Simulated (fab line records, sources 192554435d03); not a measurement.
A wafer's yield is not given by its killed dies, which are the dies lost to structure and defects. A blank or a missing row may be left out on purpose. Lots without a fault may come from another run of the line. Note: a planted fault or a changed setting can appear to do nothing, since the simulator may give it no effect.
Chamber matching / flow n5-finfet / 4 sister chambers for N5_SDB_ALD_29 on ald-sin-02
The step deposits SiNx, target thk 30 nm, pulse time 1 s, ald cycles 600. 14 wafers are shown with their chamber, then 7 later ones without.

== WAFERS WITH THEIR CHAMBER ==
wafer=L075.1; chamber=0; heater-power-w (W)=835; precursor-pulse-height-rel=1.001; susceptor-temp-C (C)=400.17
wafer=L075.5; chamber=3; heater-power-w (W)=943; precursor-pulse-height-rel=1.011; susceptor-temp-C (C)=399.82
wafer=L075.6; chamber=2; heater-power-w (W)=816; precursor-pulse-height-rel=1.000; susceptor-temp-C (C)=399.98
wafer=L080.3; chamber=2; heater-power-w (W)=798; precursor-pulse-height-rel=1.030; susceptor-temp-C (C)=400.10
wafer=L080.4; chamber=1; heater-power-w (W)=745; precursor-pulse-height-rel=1.028; susceptor-temp-C (C)=400.15
wafer=L080.6; chamber=0; heater-power-w (W)=839; precursor-pulse-height-rel=0.999; susceptor-temp-C (C)=399.99
wafer=L082.2; chamber=3; heater-power-w (W)=1007; precursor-pulse-height-rel=0.999; susceptor-temp-C (C)=400.32
wafer=L082.4; chamber=0; heater-power-w (W)=829; precursor-pulse-height-rel=0.994; susceptor-temp-C (C)=400.12
wafer=L082.5; chamber=0; heater-power-w (W)=850; precursor-pulse-height-rel=0.987; susceptor-temp-C (C)=399.89
wafer=L085.1; chamber=3; heater-power-w (W)=982; precursor-pulse-height-rel=0.976; susceptor-temp-C (C)=399.84
wafer=L085.2; chamber=0; heater-power-w (W)=840; precursor-pulse-height-rel=0.999; susceptor-temp-C (C)=400.00
wafer=L085.5; chamber=3; heater-power-w (W)=1015; precursor-pulse-height-rel=1.003; susceptor-temp-C (C)=399.82
wafer=L087.2; chamber=3; heater-power-w (W)=1008; precursor-pulse-height-rel=1.013; susceptor-temp-C (C)=400.28
wafer=L087.5; chamber=0; heater-power-w (W)=838; precursor-pulse-height-rel=0.960; susceptor-temp-C (C)=400.21

SIGNATURES (means of the wafers above)
reading=heater-power-w; chamber 0=838.50; chamber 1=745.00; chamber 2=807.00; chamber 3=991.00; scatter within a chamber=19.8
reading=precursor-pulse-height-rel; chamber 0=0.99000; chamber 1=1.02800; chamber 2=1.01500; chamber 3=1.00040; scatter within a chamber=0.0159
reading=susceptor-temp-C; chamber 0=400.0633; chamber 1=400.1500; chamber 2=400.0400; chamber 3=400.0160; scatter within a chamber=0.188
Rule: a wafer lies at a distance from a chamber equal to the root of the sum of squares, over the readings, of (its reading less the chamber's mean, divided by the reading's scatter). The wafer belongs to the nearest chamber; if the next one is less than 2 further off, it can't be placed. The scatter: the root of (the sum of the squares of (reading less its chamber's mean) over the shown wafers, divided by (wafers less chambers)).

== WAFERS WITHOUT THEIR CHAMBER ==
wafer=L087.6; heater-power-w (W)=1022; precursor-pulse-height-rel=0.999; susceptor-temp-C (C)=399.97
wafer=L090.2; heater-power-w (W)=812; precursor-pulse-height-rel=0.994; susceptor-temp-C (C)=400.00
wafer=L090.4; heater-power-w (W)=986; precursor-pulse-height-rel=0.996; susceptor-temp-C (C)=399.74
wafer=L090.6; heater-power-w (W)=860; precursor-pulse-height-rel=1.003; susceptor-temp-C (C)=399.96
wafer=L094.2; heater-power-w (W)=749; precursor-pulse-height-rel=1.010; susceptor-temp-C (C)=400.00
wafer=L094.3; heater-power-w (W)=1002; precursor-pulse-height-rel=1.009; susceptor-temp-C (C)=399.95
wafer=L094.5; heater-power-w (W)=771; precursor-pulse-height-rel=1.027; susceptor-temp-C (C)=400.50

== WHICH CHAMBER EACH WENT THROUGH ==
wafer=L087.6; from the rows above=3; in truth=3
wafer=L090.2; from the rows above=can't be placed: 2 or 0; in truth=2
wafer=L090.4; from the rows above=3; in truth=3
wafer=L090.6; from the rows above=can't be placed: 0 or 2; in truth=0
wafer=L094.2; from the rows above=can't be placed: 1 or 2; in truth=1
wafer=L094.3; from the rows above=3; in truth=3
wafer=L094.5; from the rows above=can't be placed: 1 or 2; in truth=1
Correct placement for 3 of the 7. Can't be placed from these rows: 4 (the true chamber is among the candidates in 4). Wrongly placed: 0.
